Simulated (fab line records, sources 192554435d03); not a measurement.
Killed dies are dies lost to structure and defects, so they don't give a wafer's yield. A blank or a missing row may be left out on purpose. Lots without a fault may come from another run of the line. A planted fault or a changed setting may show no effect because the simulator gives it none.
Which tool did it? | flow n5_finfet | 6 lots, 16 wafers sampled, at 1 step of a route of 1938

WHAT THE GAUGES READ, wafer by wafer
N5_BEOL_M6_CD_MEAS_35: target cd 40 nm, target cd y 28 nm.
lot  | measured     | on        | cd_nm (nm)
L909 | day 8 17:35  | cd_sem-03 | 38.6 40.9 39.8
L911 | day 9 04:46  | cd_sem-02 | 39.7 40.5 39.0
L918 | day 11 08:19 | cd_sem-03 | 38.8 40.5
L921 | day 12 10:38 | cd_sem-03 | 39.0 40.0 39.8
L928 | day 13 17:38 | cd_sem-03 | 40.7 40.4 39.3
L930 | day 14 22:44 | cd_sem-03 | 39.0 40.2

WHICH TOOL RAN EACH LOT (tool, then ch and the chambers of the sampled wafers, then the start)
The record holds no process step before these readings.

THE ANSWER, worked out from the rows above alone
Rule: what is usual is taken from the lots themselves. Put in order of their means at a reading, lots are off if they are a third of the lots or fewer, leave a main group of 4 or more, and stand apart from it by a gap of 3 or more times the standard deviation of the main group's means; of several such gaps the widest counts. A main group whose means are all the same, to the digits that the tables above print for the reading, isn't used. A lot without any number at a reading at which 4 lots or more have one is off too. The other lots that the step has rows for count as sound.
Off: L928, at N5_BEOL_M6_CD_MEAS_35 (cd_nm). The main group: mean 39.7 nm, standard deviation 0.069.
A tool fits if, at a process step before that reading, it ran every lot that is off, and no sound lot after the first of them. The gauges at N5_BEOL_M6_CD_MEAS_35 are tried like those tools. None of those tried fits.

WHAT THE SIMULATOR HAD PUT IN
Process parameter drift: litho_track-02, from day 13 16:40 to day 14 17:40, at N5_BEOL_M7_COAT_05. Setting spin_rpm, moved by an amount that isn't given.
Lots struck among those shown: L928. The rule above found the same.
